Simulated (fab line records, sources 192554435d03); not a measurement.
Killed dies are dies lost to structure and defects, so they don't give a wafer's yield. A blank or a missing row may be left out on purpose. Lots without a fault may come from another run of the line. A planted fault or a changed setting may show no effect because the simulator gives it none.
Which tool did it? | flow n5_finfet | 7 lots, 21 wafers sampled, at 1 step of a route of 1938

WHAT THE GAUGES READ, wafer by wafer
N5_BEOL_M13_OVL_MEAS_11.
lot  | measured     | on         | V12_OVL (nm)
L661 | day 13 14:18 | overlay-02 | -5 -5 -2
L662 | day 13 15:49 | overlay-02 | -8 7 -7
L664 | day 14 07:34 | overlay-02 | 5 4 8
L674 | day 16 20:22 | overlay-02 | 2 1 -1
L675 | day 17 07:20 | overlay-02 | -4 8 0
L678 | day 18 17:40 | overlay-01 | 3 2 -2
L680 | day 19 17:13 | overlay-01 | 3 6 -5

WHICH TOOL RAN EACH LOT (tool, then ch and the chambers of the sampled wafers, then the start)
The record holds no process step before these readings.

THE ANSWER, worked out from the rows above alone
Rule: what is usual is taken from the lots themselves. Put in order of their means at a reading, lots are off if they are a third of the lots or fewer, leave a main group of 4 or more, and stand apart from it by a gap of 3 or more times the standard deviation of the main group's means; of several such gaps the widest counts. A main group whose means are all the same, to the digits that the tables above print for the reading, isn't used. A lot without any number at a reading at which 4 lots or more have one is off too. The other lots that the step has rows for count as sound.
No lot is off at any reading shown: from this, nothing can be told.

WHAT THE SIMULATOR HAD PUT IN
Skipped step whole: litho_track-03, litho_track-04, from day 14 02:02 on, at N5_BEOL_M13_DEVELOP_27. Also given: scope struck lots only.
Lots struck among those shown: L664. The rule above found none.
